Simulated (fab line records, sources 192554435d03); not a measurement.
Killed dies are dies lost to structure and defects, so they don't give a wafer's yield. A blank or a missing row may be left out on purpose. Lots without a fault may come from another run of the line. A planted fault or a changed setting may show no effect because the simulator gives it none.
fab line records | flow n5_finfet
record lots=10 wafers=30 last_day=18
route steps=1938 shown HKMG_FIN@388 BEOL_M4@1105 BEOL_M5@1112 PASSIVATION@1936
lots that met no fault: from a run of the same line without faults
start_h: hours from the record's first day to the start of the lot's first wafer shown | wait_h: hours since the lot's step before | " the same as in the row above | L1.1+2: a row that stands for several wafers | - no value, or no start given | * or withheld: withheld | < > ~ a bound
route shown NAME@n: a module of which the file shows steps, and the number in the route of the first | usual: mean/standard deviation of fault-free wafers | same: alike in all rows | chamber/n: place in a boat | sites: the reading at each site | _std_site: their standard deviation | _edge_site: outer sites' mean less inner sites' | radius_mm: how far each site lies from the wafer's centre | mask NAME#n: copy n | behind: the tool/chamber that last shaped the wafer | hold: why the lot was held/for how many hours/how that ended | device: the transistor (n, p or np) that didn't switch | end of line: the same wafers' tests at the end of the route | a step without rows: its recipe alone | killed: dies lost to structure and defects at the first sort, not the wafer's yield | map: a wafer's dies, x killed, . not, _ none there
set.NAME: the setting as run; set.NAME@STEP: as run at that earlier step | model.NAME: the simulator's own value behind a step, which no gauge read
steps of the route over a sample of lots; a table a step, a row a wafer
services: from which hour (start_h, from the record's first day; less than 0 if before it) a tool's chamber was out of use, for how many hours, and why
## steps
# step N5_HKMG_FIN_ALD_74
# recipe material=La2O3 target_thk_a=5 temp_c=250 ald_precursor_family=La-Cp ald_co_reactant=O3 pulse_time_s=6 co_reactant_pulse_time_s=1 purge_time_s=3 co_reactant_purge_time_s=3
# usual heater_power_w=345/26 precursor_pulse_height_rel=1.000/0.02
# columns lot.wafer tool chamber start_h wait_h heater_power_w precursor_pulse_height_rel
L523.1 ald_hk-02 2 76.20 0.2 307 0.960
L523.3 " 1 " " 322 0.976
L523.5 " 2 " " 314 0.993
L525.3 ald_hk-02 0 83.01 0.1 365 1.007
L525.4 " 2 " " 308 0.990
L525.6 " 2 " " 309 0.995
L526.2 ald_hk-02 1 92.03 0.2 313 1.001
L526.4 " 2 " " 304 1.046
L526.5 " 2 " " 318 1.001
L527.1 ald_hk-02 2 95.82 0.2 315 0.989
L527.3 " 3 " " 328 0.992
L527.5 " 2 " " 313 1.002
L529.2 ald_hk-03 1 106.33 0.2 383 1.012
L529.3 " 0 " " 372 0.993
L529.4 " 3 " " 368 0.957
L531.2 ald_hk-03 1 118.25 0.2 372 0.974
L531.3 " 0 " " 366 0.996
L531.4 " 2 " " 333 1.001
L534.2 ald_hk-02 2 141.67 0.2 314 1.020
L534.4 " 1 " " 325 1.004
L534.6 " 3 " " 335 1.007
L539.1 ald_hk-02 0 168.61 0.2 375 0.986
L539.3 " 2 " " 303 0.995
L539.6 " 0 " " 371 0.990
L540.1 ald_hk-02 0 178.37 0.2 378 1.008
L540.2 " 2 " " 306 0.980
L540.3 " 3 " " 345 1.027
L544.2 ald_hk-03 1 200.30 0.3 384 1.001
L544.5 " 1 " " 394 1.028
L544.6 " 0 " " 363 0.988
# step N5_BEOL_M4_PRE_CLEAN_60
# recipe gas=NH3/H2 time_s=15 temp_c=* rf_power_w=300
# usual heater_power_w=75/15
# columns lot.wafer tool chamber start_h wait_h heater_power_w
L523.1 cvd_co-02 0 162.16 0.0 99
L523.3 " 2 " " 62
L523.5 " 1 " " 91
L525.3 cvd_co-01 2 173.60 0.0 65
L525.4 " 0 " " 57
L525.6 " 2 " " 65
L526.2 cvd_co-01 2 182.58 0.0 64
L526.4 " 0 " " 57
L526.5 " 1 " " 79
L527.1 cvd_co-01 0 185.77 0.1 57
L527.3 " 2 " " 66
L527.5 " 2 " " 66
L529.2 cvd_co-02 0 197.99 0.0 97
L529.3 " 2 " " 62
L529.4 " 0 " " 98
L531.2 cvd_co-02 1 201.80 0.0 94
L531.3 " 2 " " 60
L531.4 " 2 " " 62
L544.2 cvd_co-01 2 287.69 0.0 66
L544.5 " 0 " " 58
L544.6 " 2 " " 65
L539.1 cvd_co-02 0 295.02 0.0 98
L539.3 " 2 " " 62
L539.6 " 2 " " 61
L534.2 cvd_co-01 2 295.18 0.1 65
L534.4 " 2 " " 66
L534.6 " 1 " " 79
L540.1 cvd_co-01 0 313.13 0.0 58
L540.2 " 1 " " 78
L540.3 " 2 " " 65
# step N5_BEOL_M4_RC_MEAS_101
# usual DIBL_N=36.3/1.9 DIBL_P=36.0/2.1 IOFF_N=0.16/0.031 IOFF_P=0.21/0.035 IOFF_P_LONG=0.000108/8.2e-06 ION_N=675/14 ION_P=464/8.5 SS_N=71.5/0.6 SS_P=73.3/0.72 VT_N=250/3.2 VT_N_LVT=99/3.2 VT_P=-250/3.1
# columns lot.wafer tool chamber start_h wait_h DIBL_N[mV/V] DIBL_P[mV/V] IOFF_N[nA/um] IOFF_P[nA/um] IOFF_P_LONG[nA/um] ION_N[uA/um] ION_P[uA/um] SS_N[mV/dec] SS_P[mV/dec] VT_N[mV] VT_N_LVT[mV] VT_P[mV]
L523.1 prober-02 0 162.43 0.0 37.9 38.3 0.19 0.27 0.000117 683 472 71.8 74.1 247 95 -245
L523.3 " 0 " " 38.2 39.7 0.21 0.31 0.000115 705 484 71.7 74.4 245 93 -244
L523.5 " 0 " " 37.5 38.2 0.19 0.27 0.000112 688 470 71.7 74.0 245 95 -246
L525.3 prober-01 0 174.19 0.3 33.5 31.3 0.11 0.14 9.4e-05 649 443 70.3 72.5 254 104 -258
L525.4 " 0 " " 37.7 36.1 0.17 0.20 9.7e-05 662 455 72.0 73.5 253 100 -252
L525.6 " 0 " " 34.6 32.5 0.13 0.15 9.5e-05 664 452 71.9 72.4 253 102 -256
L526.2 prober-01 0 183.01 0.2 34.5 36.0 0.14 0.19 0.000106 691 475 70.4 73.7 249 97 -252
L526.4 " 0 " " 34.5 36.8 0.14 0.20 0.00011 673 464 70.9 74.3 251 96 -250
L526.5 " 0 " " 39.1 41.7 0.24 0.29 0.000109 698 470 71.9 74.9 242 90 -247
L527.1 prober-02 0 186.04 0.0 36.8 36.4 0.15 0.20 0.000101 654 452 72.1 73.0 254 101 -254
L527.3 " 0 " " 35.1 34.4 0.13 0.18 9.9e-05 664 455 70.7 72.6 253 101 -253
L527.5 " 0 " " 34.9 34.6 0.13 0.18 0.000101 668 459 71.4 73.1 253 102 -253
L529.2 prober-02 0 198.42 0.2 39.9 40.2 0.22 0.26 0.000103 692 471 72.2 75.1 247 95 -246
L529.3 " 0 " " 38.3 37.8 0.18 0.23 0.000107 689 473 71.7 73.6 247 95 -246
L529.4 " 0 " " 37.1 35.9 0.17 0.21 0.000108 701 477 71.5 74.6 246 95 -248
L531.2 prober-01 0 202.23 0.2 33.6 31.7 0.10 0.16 0.00012 667 464 70.8 71.8 257 107 -254
L531.3 " 0 " " 36.4 35.0 0.14 0.21 0.000115 675 462 72.4 72.9 252 102 -248
L531.4 " 0 " " 35.0 34.1 0.12 0.20 0.000123 663 462 70.9 72.1 255 103 -249
L544.2 prober-02 0 288.12 0.2 38.4 36.3 0.17 0.21 0.00011 663 453 72.6 73.2 250 102 -250
L544.5 " 0 " " 35.6 34.7 0.12 0.19 0.000112 668 464 71.1 73.2 252 104 -251
L544.6 " 0 " " 38.0 37.4 0.16 0.22 0.00011 676 460 72.0 74.0 248 100 -246
L539.1 prober-02 0 295.30 0.0 39.3 40.2 0.22 0.29 0.000119 696 484 72.3 74.4 246 95 -245
L539.3 " 0 " " 36.0 35.6 0.15 0.25 0.000139 694 487 70.8 73.4 249 106 -243
L539.6 " 0 " " 36.2 36.0 0.15 0.20 0.000112 686 472 71.5 73.3 249 98 -252
L534.2 prober-01 0 295.61 0.2 38.0 36.9 0.18 0.25 0.00011 688 464 71.5 73.6 248 97 -250
L534.4 " 0 " " 39.8 38.6 0.22 0.28 0.000108 686 470 72.1 74.4 247 97 -246
L534.6 " 0 " " 36.5 34.7 0.15 0.21 0.000105 667 458 71.7 72.7 251 102 -250
L540.1 prober-01 0 313.40 0.0 38.9 37.9 0.18 0.24 0.000104 673 462 71.4 74.0 248 99 -249
L540.2 " 0 " " 36.9 34.5 0.15 0.25 0.000123 673 467 71.2 73.6 249 110 -244
L540.3 " 0 " " 37.8 36.4 0.15 0.22 9.7e-05 648 451 72.2 74.2 253 103 -252
# step N5_BEOL_M5_ILD_DEP_00
# recipe material=SiCOH_lowk target_thk_a=1406.4 temp_c=300 precursor=DEMS/porogen pressure_torr=5 rf_w=500 time_s=25.9
# usual heater_power_w=349/80 showerhead_plenum_p_Torr=5.737/0.021 throttle_valve_pct=14.3/0.82
# columns lot.wafer tool chamber start_h wait_h heater_power_w showerhead_plenum_p_Torr throttle_valve_pct
L523.1 pecvd-01 2 163.39 0.8 525 5.706 13.0
L523.3 " 1 " " 303 5.755 14.3
L523.5 " 0 " " 288 5.775 15.4
L525.3 pecvd-01 1 174.84 0.5 295 5.757 14.7
L525.4 " 0 " " 339 5.767 15.5
L525.6 " 2 " " 476 5.694 13.0
L526.2 pecvd-01 0 183.81 0.7 310 5.750 15.7
L526.4 " 2 " " 498 5.719 12.7
L526.5 " 1 " " 297 5.746 14.2
L527.1 pecvd-02 2 187.00 0.8 472 5.715 13.8
L527.3 " 1 " " 314 5.741 14.1
L527.5 " 0 " " 262 5.731 14.3
L529.2 pecvd-01 2 199.24 0.7 473 5.710 13.1
L529.3 " 1 " " 257 5.751 14.6
L529.4 " 1 " " 269 5.748 14.2
L531.2 pecvd-02 0 203.05 0.7 273 5.734 14.4
L531.3 " 2 " " 432 5.727 13.7
L531.4 " 1 " " 263 5.736 14.2
L544.2 pecvd-02 0 288.92 0.7 289 5.732 14.7
L544.5 " 0 " " 298 5.726 14.6
L544.6 " 1 " " 299 5.723 14.4
L539.1 pecvd-03 2 296.26 0.8 305 5.751 14.4
L539.3 " 1 " " 348 5.753 14.3
L539.6 " 1 " " 350 5.744 14.5
L534.2 pecvd-02 0 296.42 0.7 325 5.746 14.8
L534.4 " 2 " " 403 5.709 13.7
L534.6 " 0 " " 323 5.725 14.6
L540.1 pecvd-01 0 314.38 0.8 294 5.769 15.7
L540.2 " 2 " " 439 5.695 13.0
L540.3 " 1 " " 315 5.747 14.2
# step N5_BEOL_M5_PECVD_70
# recipe material=SiO2 target_thk_a=160 temp_c=400 precursor=TEOS/O2 pressure_torr=5.5 rf_w=450 teos_flow_sccm=53.8 gas=O2 flow_sccm=3000 time_s=18
# usual heater_power_w=788/150 showerhead_plenum_p_Torr=8.76/0.082 throttle_valve_pct=23.0/1.3
# columns lot.wafer tool chamber start_h wait_h heater_power_w showerhead_plenum_p_Torr throttle_valve_pct
L523.1 pecvd-02 2 164.00 0.0 949 8.71 21.9
L523.3 " 0 " " 671 8.75 23.1
L523.5 " 1 " " 728 8.76 22.7
L525.3 pecvd-01 1 175.45 0.0 706 8.80 23.2
L525.4 " 1 " " 700 8.80 23.2
L525.6 " 2 " " 1101 8.65 20.9
L526.2 pecvd-02 1 184.42 0.0 654 8.73 23.0
L526.4 " 1 " " 666 8.76 22.9
L526.5 " 0 " " 635 8.75 23.2
L527.1 pecvd-01 0 187.62 0.0 790 8.91 25.2
L527.3 " 2 " " 1013 8.63 20.6
L527.5 " 0 " " 798 8.91 25.4
L529.2 pecvd-02 2 200.33 0.0 840 8.69 21.9
L529.3 " 0 " " 645 8.74 23.2
L529.4 " 1 " " 657 8.74 22.8
L531.2 pecvd-02 0 203.66 0.0 686 8.75 23.5
L531.3 " 1 " " 642 8.76 22.8
L531.4 " 2 " " 980 8.70 22.0
L544.2 pecvd-01 0 289.55 0.0 746 8.89 25.6
L544.5 " 1 " " 741 8.83 23.4
L544.6 " 2 " " 1093 8.64 21.1
L539.1 pecvd-01 2 296.87 0.0 972 8.63 21.1
L539.3 " 1 " " 635 8.79 23.3
L539.6 " 0 " " 726 8.91 25.4
L534.2 pecvd-03 1 297.03 0.0 773 8.79 23.1
L534.4 " 1 " " 744 8.79 23.0
L534.6 " 0 " " 663 8.85 23.6
L540.1 pecvd-02 2 314.99 0.0 953 8.72 22.3
L540.2 " 1 " " 636 8.74 22.9
L540.3 " 0 " " 609 8.75 24.2
# step N5_PASSIVATION_PROBE_49
# usual defect_limited_yield=91.0/1.5 killed_at_M0_to_M3=32/9.6 killed_at_M4_up=13/4.7 killed_at_contacts=13/7.2 killed_at_front_end=44/13 killed_at_other=4/3.4 killed_dies=106/18 killed_open=70/13 killed_short=35/8 sort_bin_5_function=5.3/0.97 sort_bin_6_memory=3.4/0.73 sort_n_pass=1074/18 sort_yield_pct=91.0/1.5
# same gross_dies=1180 killed_at_back_side=0 sort_bin_4_leakage[%]=0 sort_bin_8_speed[%]=0
# columns lot.wafer tool chamber start_h wait_h defect_limited_yield[%] killed_at_M0_to_M3 killed_at_M4_up killed_at_contacts killed_at_front_end killed_at_other killed_dies killed_open killed_short sort_bin_5_function[%] sort_bin_6_memory[%] sort_n_pass sort_yield_pct[%]
L523.1 prober-01 - 249.84 0.0 90.9 24 11 1 61 10 107 57 49 5.8 2.9 1073 90.9
L523.3 prober-01 - 249.94 0.1 91.9 46 15 3 27 4 95 67 28 5.0 2.7 1085 91.9
L523.5 prober-01 - 250.04 0.2 91.8 31 19 5 33 9 97 61 36 4.3 3.5 1083 91.8
L525.3 prober-01 - 255.80 0.1 89.4 42 16 18 45 4 125 85 40 5.4 5.0 1055 89.4
L525.4 prober-01 - 255.85 0.2 90.9 34 14 19 36 4 107 61 43 5.4 3.1 1073 90.9
L525.6 prober-01 - 255.95 0.3 90.6 24 13 30 40 4 111 81 28 6.9 2.2 1069 90.6
L527.1 prober-01 - 266.01 0.0 89.3 49 9 16 43 9 126 76 47 6.1 4.1 1054 89.3
L527.3 prober-01 - 266.11 0.1 89.3 43 11 20 37 15 126 80 46 6.3 3.9 1054 89.3
L527.5 prober-01 - 266.21 0.2 93.7 22 10 4 34 4 74 48 25 4.4 1.6 1106 93.7
L531.2 prober-02 - 278.65 0.1 91.2 28 9 24 39 4 104 73 31 5.3 3.2 1076 91.2
L531.3 prober-02 - 278.70 0.1 91.7 29 4 14 49 2 98 68 25 4.3 3.4 1082 91.7
L531.4 prober-02 - 278.75 0.2 92.4 27 7 11 38 7 90 67 23 5.1 2.3 1090 92.4
L529.2 prober-02 - 279.61 0.1 91.7 19 15 19 33 12 98 64 34 4.5 3.5 1082 91.7
L529.3 prober-02 - 279.66 0.1 91.3 21 14 12 47 9 103 67 35 4.3 4.1 1077 91.3
L529.4 prober-02 - 279.71 0.2 93.1 18 16 21 25 2 82 56 26 4.2 2.5 1098 93.1
L540.1 prober-01 - 425.08 0.0 89.5 33 16 26 47 2 124 87 36 5.8 4.3 1056 89.5
L540.2 prober-01 - 425.13 0.1 91.6 31 7 15 43 3 99 60 37 4.7 3.3 1081 91.6
L540.3 prober-01 - 425.18 0.1 91.0 22 11 20 50 3 106 63 42 5.3 3.2 1074 91.0
# killed by level:class
L523.1 FIN_SAQP:geometric_particle:short=25 FIN_SAQP:geometric_particle:open=23 BEOL_M0_SAQP:geometric_particle:open=6 BEOL_M0_SAQP:geometric_particle:short=5 BEOL_M1:geometric_particle:open=5 GATE_CUT:geometric_particle:short=4 STI_FIN_REVEAL:geometric_particle:open=3 BEOL_M1:geometric_particle:short=3
L523.3 BEOL_M2:geometric_particle:open=13 FIN_SAQP:geometric_particle:open=8 BEOL_M1:geometric_particle:open=8 BEOL_M0_SAQP:geometric_particle:short=7 BEOL_M3:geometric_particle:open=7 BEOL_M7:geometric_particle:open=6 FIN_SAQP:geometric_particle:short=4 STI_FIN_REVEAL:geometric_particle:open=4
L523.5 BEOL_M4:geometric_particle:open=9 FIN_SAQP:geometric_particle:open=8 GATE_CUT:geometric_particle:short=7 BEOL_M2:geometric_particle:open=5 BEOL_M1:geometric_particle:open=5 BEOL_M3:geometric_particle:open=5 DUMMY_GATE:geometric_particle:open=4 MOL_CONTACT_COAG:geometric_particle:open=4
L525.3 STI_FIN_REVEAL:geometric_particle:open=23 MOL_CONTACT_COAG:geometric_particle:open=16 STI_FIN_REVEAL:geometric_particle:short=8 BEOL_M0_SAQP:geometric_particle:short=8 BEOL_M2:geometric_particle:open=8 BEOL_M4:geometric_particle:open=7 BEOL_M0_SAQP:geometric_particle:open=7 BEOL_M3:geometric_particle:open=7
L525.4 MOL_CONTACT_COAG:geometric_particle:open=16 BEOL_M0_SAQP:geometric_particle:open=9 GATE_CUT:geometric_particle:short=7 BEOL_M0_SAQP:geometric_particle:short=7 BEOL_M4:geometric_particle:short=6 BEOL_M3:geometric_particle:open=5 BEOL_M5:geometric_particle:open=5 STI_FIN_REVEAL:geometric_particle:open=4
L525.6 MOL_CONTACT_COAG:geometric_particle:open=25 BEOL_M3:geometric_particle:open=12 STI_FIN_REVEAL:geometric_particle:open=11 GATE_CUT:geometric_particle:short=6 DUMMY_GATE:geometric_particle:open=6 STI_FIN_REVEAL:geometric_particle:short=5 FIN_SAQP:geometric_particle:open=4 MOL_CONTACT_COAG:geometric_particle:short=4
L527.1 BEOL_M0_SAQP:geometric_particle:open=13 BEOL_M0_SAQP:geometric_particle:short=11 BEOL_M3:geometric_particle:open=10 FIN_SAQP:geometric_particle:short=9 MOL_CONTACT_COAG:geometric_particle:open=9 STI_FIN_REVEAL:geometric_particle:open=8 MOL_CONTACT_COAG:geometric_particle:short=7 BEOL_M2:geometric_particle:open=7
L527.3 MOL_CONTACT_COAG:geometric_particle:open=15 BEOL_M0_SAQP:geometric_particle:open=12 FIN_SAQP:geometric_particle:open=11 STI_FIN_REVEAL:geometric_particle:open=9 BEOL_M0_SAQP:geometric_particle:short=9 BEOL_M3:geometric_particle:open=9 FIN_SAQP:geometric_particle:short=8 BEOL_M4:geometric_particle:open=7
L527.5 STI_FIN_REVEAL:geometric_particle:open=7 BEOL_M0_SAQP:geometric_particle:open=7 BEOL_M2:geometric_particle:open=6 STI_FIN_REVEAL:geometric_particle:short=4 GATE_CUT:geometric_particle:short=4 GATE_CUT:geometric_particle:open=4 MOL_CONTACT_COAG:geometric_particle:open=4 BEOL_M0_SAQP:geometric_particle:short=4
L531.2 MOL_CONTACT_COAG:geometric_particle:open=18 FIN_SAQP:geometric_particle:open=8 BEOL_M0_SAQP:geometric_particle:open=7 BEOL_M0_SAQP:geometric_particle:short=7 MOL_CONTACT_COAG:geometric_particle:short=6 BEOL_M1:geometric_particle:open=6 STARTING-WAFER:geometric_particle:short=5 FIN_SAQP:geometric_particle:short=4
L531.3 FIN_SAQP:geometric_particle:open=12 BEOL_M0_SAQP:geometric_particle:open=12 MOL_CONTACT_COAG:geometric_particle:open=11 DUMMY_GATE:geometric_particle:open=6 BEOL_M0_SAQP:geometric_particle:short=5 HKMG_FIN:area_etch=5 FIN_SAQP:geometric_particle:short=4 STI_FIN_REVEAL:geometric_particle:open=4
L531.4 STI_FIN_REVEAL:geometric_particle:open=10 MOL_CONTACT_COAG:geometric_particle:open=7 BEOL_M2:geometric_particle:open=7 BEOL_M1:geometric_particle:open=7 DUMMY_GATE:geometric_particle:open=4 MOL_CONTACT_COAG:geometric_particle:short=4 BEOL_M3:geometric_particle:open=4 STARTING-WAFER:geometric_particle:open=4
L529.2 MOL_CONTACT_COAG:geometric_particle:open=15 FIN_SAQP:geometric_particle:open=8 BEOL_M0_SAQP:geometric_particle:open=8 FIN_SAQP:geometric_particle:short=6 DUMMY_GATE:geometric_particle:open=6 BEOL_M4:geometric_particle:short=5 BEOL_M4:geometric_particle:open=5 MOL_CONTACT_COAG:geometric_particle:short=4
L529.3 STI_FIN_REVEAL:geometric_particle:open=10 MOL_CONTACT_COAG:geometric_particle:open=8 FIN_SAQP:geometric_particle:open=7 GATE_CUT:geometric_particle:short=5 GATE_CUT:geometric_particle:open=5 BEOL_M0_SAQP:geometric_particle:open=5 BEOL_M0_SAQP:geometric_particle:short=5 FIN_SAQP:geometric_particle:short=4
L529.4 MOL_CONTACT_COAG:geometric_particle:open=16 BEOL_M4:geometric_particle:open=9 FIN_SAQP:geometric_particle:open=6 BEOL_M4:geometric_particle:short=6 GATE_CUT:geometric_particle:open=6 MOL_CONTACT_COAG:geometric_particle:short=5 BEOL_M0:geometric_particle:open=4 STI_FIN_REVEAL:geometric_particle:open=3
L540.1 MOL_CONTACT_COAG:geometric_particle:open=22 STI_FIN_REVEAL:geometric_particle:open=18 BEOL_M0_SAQP:geometric_particle:short=11 BEOL_M0_SAQP:geometric_particle:open=7 BEOL_M1:geometric_particle:open=7 FIN_SAQP:geometric_particle:open=6 BEOL_M8:geometric_particle:open=6 DUMMY_GATE:geometric_particle:open=5
L540.2 MOL_CONTACT_COAG:geometric_particle:open=12 STI_FIN_REVEAL:geometric_particle:open=9 BEOL_M0:geometric_particle:open=7 STARTING-WAFER:geometric_particle:short=7 BEOL_M0_SAQP:geometric_particle:short=6 BEOL_M0_SAQP:geometric_particle:open=6 STI_FIN_REVEAL:geometric_particle:short=5 FIN_SAQP:geometric_particle:short=4
L540.3 MOL_CONTACT_COAG:geometric_particle:open=15 STI_FIN_REVEAL:geometric_particle:open=12 BEOL_M0_SAQP:geometric_particle:short=8 STI_FIN_REVEAL:geometric_particle:short=7 GATE_CUT:geometric_particle:short=6 MOL_CONTACT_COAG:geometric_particle:short=5 BEOL_M1:geometric_particle:open=5 BEOL_M3:geometric_particle:open=5
## services
# columns tool chamber start_h hours kind
pecvd-01 - 68.86 5.5 pm
cvd_co-01 1 95.91 34.9 repair
ald_hk-03 - 100.16 0.8 repair
cvd_co-02 1 105.03 12.2 repair
cvd_co-02 1 117.25 - clean
cvd_co-02 1 117.25 22.0 scheduled_down
cvd_co-02 1 117.25 22.0 vent_cycle
pecvd-02 - 153.90 0.6 repair
pecvd-01 - 157.17 2.1 repair
cvd_co-01 - 177.96 0.5 repair
cvd_co-02 - 180.74 0.7 repair
pecvd-02 - 191.55 2.8 pm
ald_hk-02 - 209.59 3.2 repair
pecvd-01 0 210.55 5.5 scheduled_down
pecvd-01 2 216.01 5.5 scheduled_down
ald_hk-02 - 217.95 6.0 pm
cvd_co-01 0 228.17 7.7 repair
pecvd-02 0 231.36 2.1 scheduled_down
pecvd-01 2 233.55 2.1 scheduled_down
pecvd-02 1 236.93 5.5 scheduled_down
pecvd-02 0 279.40 5.5 scheduled_down
ald_hk-03 - 298.81 14.6 pm
ald_hk-02 - 300.09 0.4 repair
ald_hk-02 - 312.59 2.8 pm
## key
first_sign step=N5_BEOL_M4_RC_MEAS_101 reading=IOFF_P_LONG direction=up sigmas=2.8 usual=0.000108 struck=0.000131
effect step=N5_BEOL_M4_RC_MEAS_101 reading=VT_N_LVT direction=up sigmas=2.7 usual=99 struck=108
met_at N5_HKMG_FIN_ALD_74
struck_lots L539,L540
struck_wafers L539.3,L540.2
not_acting_at N5_BEOL_M4_PRE_CLEAN_60,N5_BEOL_M5_ILD_DEP_00,N5_BEOL_M5_PECVD_70
onset_between 141.67 168.61
fault kind=process_parameter_drift tool=ald_hk-02 chamber=2 onset_h=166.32 steps=N5_HKMG_FIN_ALD_74 channel=target_thk_a offset=* shape=step end_h=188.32 acts_in=* stated=*
